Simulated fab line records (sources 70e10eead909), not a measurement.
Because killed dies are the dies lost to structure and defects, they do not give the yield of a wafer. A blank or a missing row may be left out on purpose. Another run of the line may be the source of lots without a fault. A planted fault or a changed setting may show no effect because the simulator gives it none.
Chamber matching -- flow nandHarc -- NHARC_P_GATE_DESCUM_48 on rieDiel-13: 4 sister chambers
The step chemistry O2, time 3 s. 8 wafers are shown with their chamber, then 7 later ones without.

## WAFERS, EACH WITH ITS CHAMBER
wafer,chamber,showerheadPlenumPTorr (Torr),drypumpMotorCurrentA (A)
L075.1,0,1.85,5.7
L075.4,1,1.95,6.0
L076.4,0,1.85,5.8
L086.1,3,1.79,5.5
L086.3,2,2.00,5.7
L086.4,1,1.94,6.0
L088.2,2,2.00,5.7
L088.5,3,1.79,5.5

## WAFERS MISSING THEIR CHAMBER
wafer,showerheadPlenumPTorr (Torr),drypumpMotorCurrentA (A)
L088.6,2.00,5.7
L090.2,1.94,6.0
L090.4,1.85,5.9
L090.5,2.00,5.7
L092.2,1.79,5.5
L092.4,1.84,5.8
L092.6,2.00,5.7

## CHAMBER TAKEN BY EACH
wafer,from the rows above,in truth
L088.6,2,2
L090.2,1,1
L090.4,0,0
L090.5,2,2
L092.2,3,3
L092.4,0,0
L092.6,2,2
Correct placement for 7 of the 7. Left unplaced by these rows: 0. 0 placed wrongly.
How it was worked out, from the rows above alone: a wafer's distance from a chamber is the root of the sum, over the readings, of the square of ((its reading less the chamber's mean) divided by the reading's scatter). If the next closest chamber is less than 2 further off than the closest, the wafer can't be placed; otherwise it belongs to the closest. Each chamber's mean is taken over the wafers shown for it. How the scatter is found: for the shown wafers, subtract from each reading the mean of its chamber, square and add these, divide the total by (wafers less chambers), then take the root.
